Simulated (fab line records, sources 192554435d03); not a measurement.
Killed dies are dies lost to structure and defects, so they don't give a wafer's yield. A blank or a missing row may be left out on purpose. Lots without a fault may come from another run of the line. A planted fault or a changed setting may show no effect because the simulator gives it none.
fab line records | flow n5_finfet
record lots=4 wafers=12 last_day=17
route steps=1938 shown PMOS_HMC_CHANNEL_EPI@83 FIN_SAQP@90 FIN_CUT@174 PASSIVATION@1936
lots that met no fault: from a run of the same line without faults
start_h: hours from the record's first day to the start of the lot's first wafer shown | wait_h: hours since the lot's step before | " the same as in the row above | L1.1+2: a row that stands for several wafers | - no value, or no start given | * or withheld: withheld | < > ~ a bound
route shown NAME@n: a module of which the file shows steps, and the number in the route of the first | usual: mean/standard deviation of fault-free wafers | same: alike in all rows | chamber/n: place in a boat | sites: the reading at each site | _std_site: their standard deviation | _edge_site: outer sites' mean less inner sites' | radius_mm: how far each site lies from the wafer's centre | mask NAME#n: copy n | behind: the tool/chamber that last shaped the wafer | hold: why the lot was held/for how many hours/how that ended | device: the transistor (n, p or np) that didn't switch | end of line: the same wafers' tests at the end of the route | a step without rows: its recipe alone | killed: dies lost to structure and defects at the first sort, not the wafer's yield | map: a wafer's dies, x killed, . not, _ none there
set.NAME: the setting as run; set.NAME@STEP: as run at that earlier step | model.NAME: the simulator's own value behind a step, which no gauge read
lots at some steps of the route; a table a step, a row a wafer
services: from which hour (start_h, from the record's first day; less than 0 if before it) a tool's chamber was out of use, for how many hours, and why
## steps
# step N5_PMOS_HMC_CHANNEL_EPI_PRECLEAN_40
# recipe chemistry=DHF time_s=30 temp_c=25 dilution=withheld
# step N5_PMOS_HMC_CHANNEL_EPI_PRECLEAN_37
# recipe chemistry=O3/DIW time_s=45 temp_c=22 o3_ppm=10
# step N5_PMOS_HMC_CHANNEL_EPI_PRECLEAN_24
# recipe chemistry=DHF time_s=30 temp_c=25 dilution=withheld
# step N5_PMOS_HMC_CHANNEL_EPI_SRD_25
# recipe dry=ipa_marangoni do_ppb=5 time_s=30 temp_c=23 rinse_liquid=diw
# step N5_PMOS_HMC_CHANNEL_EPI_EPI_26
# recipe material=Si target_thk_a=38 temp_c=650 precursor=SiH4/H2 pressure_torr=20 time_s=22.7
# step N5_FIN_SAQP_PRECLEAN_42
# recipe chemistry=O3/DIW time_s=60 temp_c=22 o3_ppm=10
# step N5_FIN_SAQP_PRECLEAN_00
# recipe chemistry=SC1 time_s=60 temp_c=55 mix=1:2:50
# step N5_FIN_SAQP_PRECLEAN_44
# recipe chemistry=SC2 time_s=45 temp_c=35 mix=1:1:50
# step N5_FIN_SAQP_SRD_01
# recipe dry=ipa_marangoni time_s=30 temp_c=23 rinse_liquid=diw
# step N5_FIN_SAQP_ALD_61
# recipe material=SiO2 target_thk_a=40 temp_c=300 ald_precursor_family=BDEAS ald_co_reactant=O2-plasma pulse_time_s=1 purge_time_s=2 co_reactant_purge_time_s=2 ald_cycles=43 pressure_torr=2
# usual ald_cycles=43/0 heater_power_w=472/39 precursor_pulse_height_rel=1.001/0.021
# columns lot.wafer tool chamber start_h wait_h ald_cycles heater_power_w precursor_pulse_height_rel model.SiO2_of_FIN_SAQP_ALD_61.thk_nm
L225.2 ald_sin-03 2 50.71 0.0 43 490 0.978 3.96
L225.3 " 0 " " 43 422 0.959 3.97
L225.5 " 0 " " 43 432 0.988 3.985
L238.1 ald_sin-03 2 128.30 0.0 44 494 0.987 4.067
L238.3 " 0 " " 43 420 1.004 3.988
L238.5 " 1 " " 44 512 1.020 4.08
L240.3 ald_sin-02 0 140.93 0.0 43 410 0.994 3.996
L240.4 " 1 " " 43 520 0.998 4.001
L240.5 " 2 " " 43 476 1.006 3.966
L241.1 ald_sin-03 3 148.40 0.0 44 531 0.984 4.084
L241.2 " 0 " " 43 417 1.002 3.985
L241.4 " 2 " " 43 478 0.987 3.985
# step N5_FIN_SAQP_DENSIFY_62
# recipe temp_c=700 time_s=60 ambient=N2 idle_temp_c=600 ramp_up_c_per_s=150 ramp_down_c_per_s=60 cool_to_c=600
# step N5_FIN_SAQP_HM_DEP_03
# recipe material=SiNx target_thk_a=380 temp_c=400 precursor=SiH4/NH3/N2 pressure_torr=1.5 rf_w=300 time_s=33.6
# step N5_FIN_SAQP_PECVD_47
# recipe material=a-Si target_thk_a=450 temp_c=400 precursor=SiH4/He pressure_torr=3 rf_w=100 time_s=36.3
# step N5_FIN_SAQP_PECVD_48
# recipe material=SiNx target_thk_a=250 temp_c=400 precursor=SiH4/NH3/N2 pressure_torr=1.5 rf_w=300 time_s=22.1
# step N5_FIN_SAQP_PECVD_06
# recipe material=a-Si target_thk_a=600 temp_c=400 precursor=SiH4/He pressure_torr=3 rf_w=100 time_s=48.1
# step N5_FIN_SAQP_HM_DEP_72
# recipe material=SiO2 target_thk_a=120 temp_c=400 precursor=SiH4/N2O pressure_torr=0.75 rf_w=275 time_s=7.2
# step N5_FIN_SAQP_COAT_49
# recipe resist=SOC temp_c=250 time_s=60 spin_rpm=1500 resist_thk_nm=100
# step N5_FIN_SAQP_COAT_50
# recipe resist=SiARC temp_c=220 time_s=60 spin_rpm=1500 resist_thk_nm=35
# step N5_FIN_SAQP_COAT_10
# recipe resist=CAR-ArF spin_rpm=1500 resist_thk_nm=90
# step N5_FIN_SAQP_EBR_12
# recipe solvent=PGMEA ebr_width_mm=1.5
# step N5_FIN_SAQP_SOFTBAKE_11
# recipe temp_c=110 time_s=60 resist=CAR-ArF
# step N5_FIN_SAQP_EXPOSE_13
# recipe mask_id=FIN_CORE na=1.35 source_shape=dipole sigma_inner=0.538 sigma_outer=0.738 polarization=te target_cd_nm=35.6 dose_mj=63.25
# step N5_FIN_SAQP_PEB_14
# recipe peb_temp_c=withheld peb_time_s=60 resist=CAR-ArF
# step N5_FIN_SAQP_DEVELOP_15
# recipe develop_time_s=30 developer=TMAH resist=CAR-ArF dev_temp_c=23 rinse_liquid=diw dry=air_spin
# step N5_FIN_SAQP_DESCUM_21
# recipe chemistry=O2 time_s=7.9 source_power_w=50 bias_power_w=20 pressure_mtorr=20 rf_frequency_hz=2.712e+07 temp_c=40 resist=CAR-ArF o2_flow_sccm=225
# step N5_FIN_SAQP_ETCH_51
# recipe chemistry=CF4 target=SiARC target_depth_a=455 mask_material=CAR-ArF time_s=75.8 ion_energy_ev=80 pressure_mtorr=40 source_w=545 bias_w=36 Ar_flow_sccm=100 cf4_flow_sccm=100 ends=cleared
# step N5_FIN_SAQP_ETCH_52
# recipe chemistry=N2/H2 target=SOC target_depth_a=1000 overetch_a=200 mask_material=SiARC temp_c=40 time_s=150 ion_energy_ev=200 pressure_mtorr=30 source_w=840 bias_w=150 n2_flow_sccm=200 h2_flow_sccm=200 ends=end_point
# step N5_FIN_SAQP_STRIP_53
# recipe chemistry=N2/H2 temp_c=40 n2_flow_sccm=200 h2_flow_sccm=200 rf_frequency_hz=6e+07
# step N5_FIN_SAQP_HM_OPEN_73
# recipe chemistry=CHF3/O2 target=SiO2 stop_on=a-Si target_depth_a=120 over_etch_frac=1.8 mask_material=SOC time_s=16.8 pressure_mtorr=30 source_w=650 bias_w=170 Ar_flow_sccm=200 CHF3_flow_sccm=50 O2_flow_sccm=5 ion_energy_ev=200 ends=end_point
# step N5_FIN_SAQP_STRIP_74
# recipe chemistry=CHF3/O2 resist=SiARC rf_frequency_hz=6e+07
# step N5_FIN_SAQP_MANDREL_ETCH_22
# recipe target_depth_a=600 chemistry=HBr/Cl2 target=a-Si stop_on=SiNx bt_time_s=10 over_etch_frac=0.5 time_s=30 pressure_mtorr=10 icp_w=800 bias_w=75 HBr_flow_sccm=150 Cl2_flow_sccm=80 ends=end_point
# step N5_FIN_SAQP_STRIP_55
# recipe chemistry=N2/H2 power_w=500 temp_c=40 pressure_mtorr=50 rf_frequency_hz=6e+07 overash_fraction=0.3 bias_power_w=28 h2_frac=0.5 n2_flow_sccm=300 h2_flow_sccm=300
# step N5_FIN_SAQP_STRIP_23
# recipe chemistry=SPM time_s=750 temp_c=130 h2so4_h2o2_vol_ratio=4
# step N5_FIN_SAQP_SRD_66
# recipe dry=ipa_marangoni time_s=30 temp_c=23 rinse_liquid=diw
# step N5_FIN_CUT_CUT_ETCH_27
# recipe chemistry=CHF3/O2 target=SiO2 target_depth_a=40 mask_material=SOC overetch_a=20 time_s=4.9 pressure_mtorr=30 source_w=650 bias_w=170 Ar_flow_sccm=200 CHF3_flow_sccm=50 O2_flow_sccm=5 ion_energy_ev=200
# usual O2_flow_sccm=4.999/0.014 drypump_motor_current_A=5.50/0.26 oes_product_au=0.62/0.06 rf_vpp_V=525/12 showerhead_plenum_p_Torr=2.43/0.077 throttle_valve_pct=18.80/0.26
# columns lot.wafer tool chamber start_h wait_h O2_flow_sccm drypump_motor_current_A oes_product_au rf_hours_counter_h rf_vpp_V showerhead_plenum_p_Torr throttle_valve_pct model.etch.depth_nm
L225.2 rie_diel-01 3 57.87 0.0 5.020 5.18 0.73 18 521 2.47 19.04 3.96
L225.3 " 1 " " 5.011 5.48 0.57 218 524 2.48 18.69 3.97
L225.5 " 1 " " 5.005 5.48 0.57 - 525 2.48 18.68 3.985
L238.1 rie_diel-02 0 135.26 0.0 4.969 5.13 0.56 220 536 2.48 18.92 4.067
L238.3 " 2 " " 5.011 5.85 0.67 63 542 2.43 18.31 3.988
L238.5 " 2 " " 4.986 5.86 0.68 - 544 2.43 18.30 4.08
L240.3 rie_diel-06 3 148.04 0.0 5.018 5.90 0.69 58 530 2.57 18.55 3.996
L240.4 " 1 " " 5.021 5.33 0.55 204 530 2.37 18.86 4.001
L240.5 " 1 " " 5.008 5.32 0.55 - 530 2.37 18.86 3.966
L241.1 rie_diel-01 2 156.18 0.0 4.983 5.74 0.55 225 535 2.49 19.38 4.084
L241.2 " 1 " " 4.997 5.48 0.55 245 523 2.47 18.72 3.985
L241.4 " 0 " " 5.015 5.40 0.61 144 504 2.32 18.89 3.985
# step N5_PASSIVATION_PROBE_49
# usual killed_at_M0_to_M3=34/11 killed_at_M4_up=14/5.7 killed_at_contacts=14/6.9 killed_at_front_end=40/11 killed_at_other=4/3.1 killed_dies=105/17 killed_open=70/13 killed_short=34/7.6
# same gross_dies=1180 killed_at_back_side=0
# columns lot.wafer tool chamber start_h wait_h killed_at_M0_to_M3 killed_at_M4_up killed_at_contacts killed_at_front_end killed_at_other killed_dies killed_open killed_short
L225.2 prober-01 - 311.04 0.1 43 18 12 35 2 110 75 35
L225.3 prober-01 - 311.09 0.1 38 18 18 15 5 94 61 32
L225.5 prober-01 - 311.19 0.2 31 9 18 39 4 101 76 25
L238.1 prober-02 - 378.85 0.0 23 27 5 46 0 101 74 26
L238.3 prober-02 - 378.95 0.1 33 30 21 46 1 131 97 32
L238.5 prober-02 - 379.05 0.2 22 13 8 70 5 118 89 29
L240.3 prober-02 - 409.73 0.1 78 11 8 28 6 131 87 43
L240.4 prober-02 - 409.78 0.2 42 13 5 29 1 90 54 33
L240.5 prober-02 - 409.83 0.2 66 10 4 38 9 127 79 47
L241.1 prober-01 - 410.97 0.0 25 23 25 41 2 116 76 39
L241.2 prober-01 - 411.02 0.1 35 21 16 35 3 110 80 28
L241.4 prober-01 - 411.12 0.2 24 18 16 53 5 116 81 33
# killed by level:class
L225.2 BEOL_M2:geometric_particle:open=11 BEOL_M0_SAQP:geometric_particle:short=11 BEOL_M0_SAQP:geometric_particle:open=10 MOL_CONTACT_COAG:geometric_particle:open=9 BEOL_M4:geometric_particle:open=9 STI_FIN_REVEAL:geometric_particle:open=7 BEOL_M3:geometric_particle:open=6 FIN_SAQP:geometric_particle:short=5
L225.3 MOL_CONTACT_COAG:geometric_particle:open=12 BEOL_M0_SAQP:geometric_particle:open=11 BEOL_M0_SAQP:geometric_particle:short=11 BEOL_M4:geometric_particle:open=7 BEOL_M2:geometric_particle:open=6 MOL_CONTACT_COAG:geometric_particle:short=6 BEOL_M3:geometric_particle:open=6 FIN_SAQP:geometric_particle:short=4
L225.5 MOL_CONTACT_COAG:geometric_particle:open=16 STI_FIN_REVEAL:geometric_particle:open=12 BEOL_M0_SAQP:geometric_particle:short=12 FIN_SAQP:geometric_particle:open=8 BEOL_M0_SAQP:geometric_particle:open=8 STI_FIN_REVEAL:geometric_particle:short=3 BEOL_M2:geometric_particle:open=3 BEOL_M3:geometric_particle:open=3
L238.1 BEOL_M4:geometric_particle:open=14 DUMMY_GATE:geometric_particle:open=9 FIN_SAQP:geometric_particle:open=8 STI_FIN_REVEAL:geometric_particle:open=8 BEOL_M0_SAQP:geometric_particle:open=7 BEOL_M3:geometric_particle:open=7 FIN_SAQP:geometric_particle:short=6 BEOL_M0_SAQP:geometric_particle:short=5
L238.3 MOL_CONTACT_COAG:geometric_particle:open=17 BEOL_M4:geometric_particle:open=15 BEOL_M3:geometric_particle:open=10 FIN_SAQP:geometric_particle:open=9 DUMMY_GATE:geometric_particle:open=9 BEOL_M0_SAQP:geometric_particle:short=9 STI_FIN_REVEAL:geometric_particle:open=6 STARTING-WAFER:geometric_particle:open=5
L238.5 FIN_SAQP:geometric_particle:open=18 STI_FIN_REVEAL:geometric_particle:open=18 BEOL_M0_SAQP:geometric_particle:open=12 FIN_SAQP:geometric_particle:short=9 BEOL_M4:geometric_particle:open=9 DUMMY_GATE:geometric_particle:open=8 MOL_CONTACT_COAG:geometric_particle:open=7 ILD0:geometric_particle:open=4
L240.3 BEOL_M0_SAQP:geometric_particle:open=23 BEOL_M0_SAQP:geometric_particle:short=21 BEOL_M1:geometric_particle:open=12 BEOL_M3:geometric_particle:open=10 BEOL_M2:geometric_particle:open=8 MOL_CONTACT_COAG:geometric_particle:open=6 STI_FIN_REVEAL:geometric_particle:open=5 GATE_CUT:geometric_particle:short=5
L240.4 BEOL_M1:geometric_particle:open=12 BEOL_M0_SAQP:geometric_particle:short=11 BEOL_M0_SAQP:geometric_particle:open=10 STI_FIN_REVEAL:geometric_particle:open=5 MOL_CONTACT_COAG:geometric_particle:open=5 STARTING-WAFER:geometric_particle:short=4 BEOL_M0:geometric_particle:open=3 BEOL_M1:geometric_particle:short=3
L240.5 BEOL_M1:geometric_particle:open=19 BEOL_M0_SAQP:geometric_particle:short=15 STI_FIN_REVEAL:geometric_particle:open=13 BEOL_M0_SAQP:geometric_particle:open=10 BEOL_M2:geometric_particle:open=10 FIN_SAQP:geometric_particle:short=6 STI_FIN_REVEAL:geometric_particle:short=5 BEOL_M4:geometric_particle:open=4
L241.1 MOL_CONTACT_COAG:geometric_particle:open=18 STI_FIN_REVEAL:geometric_particle:open=12 BEOL_M4:geometric_particle:open=8 MOL_CONTACT_COAG:geometric_particle:short=7 BEOL_M4:geometric_particle:short=6 FIN_SAQP:geometric_particle:short=5 DUMMY_GATE:geometric_particle:open=5 BEOL_M0_SAQP:geometric_particle:short=5
L241.2 MOL_CONTACT_COAG:geometric_particle:open=15 BEOL_M4:geometric_particle:open=13 BEOL_M0_SAQP:geometric_particle:open=10 STI_FIN_REVEAL:geometric_particle:open=9 FIN_SAQP:geometric_particle:short=8 BEOL_M1:geometric_particle:open=7 FIN_SAQP:geometric_particle:open=6 BEOL_M0_SAQP:geometric_particle:short=6
L241.4 STI_FIN_REVEAL:geometric_particle:open=26 MOL_CONTACT_COAG:geometric_particle:open=13 STI_FIN_REVEAL:geometric_particle:short=7 BEOL_M0_SAQP:geometric_particle:short=7 BEOL_M0_SAQP:geometric_particle:open=7 BEOL_M4:geometric_particle:open=7 GATE_CUT:geometric_particle:short=6 BEOL_M1:geometric_particle:open=4
## services
# columns tool chamber start_h hours kind
ald_sin-03 3 41.01 7.4 repair
ald_sin-02 0 52.12 9.3 repair
rie_diel-06 2 125.43 12.1 repair
ald_sin-03 2 129.97 7.7 repair
rie_diel-02 3 142.67 1.8 repair
## key
first_sign step=N5_FIN_SAQP_ALD_61 reading=ald_cycles direction=up sigmas=99+ usual=* struck=*
effect none on later readings
model_effect step=N5_FIN_SAQP_ALD_61 value=SiO2_of_FIN_SAQP_ALD_61.thk_nm without=3.984 struck=4.077
model_effect step=N5_FIN_CUT_CUT_ETCH_27 value=etch.depth_nm without=3.984 struck=4.077
met_at N5_FIN_SAQP_ALD_61
struck_wafers L238.1,L238.5,L241.1
tester_left_out L238,L241
onset_between 50.71 128.30
fault kind=process_parameter_drift tool=ald_sin-03 chamber=- onset_h=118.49 steps=N5_FIN_SAQP_ALD_61 channel=ald_cycles offset=* shape=step end_h=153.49 scope=struck_wafers_only acts_in=* stated=*
# tester_left_out: of these lots the tester's yield and bins aren't shown, on N5 and GAA mostly nor the transistor test; their killed dies are dies lost to structure and defects alone, not to doping, threshold or leakage, so they don't give the yield
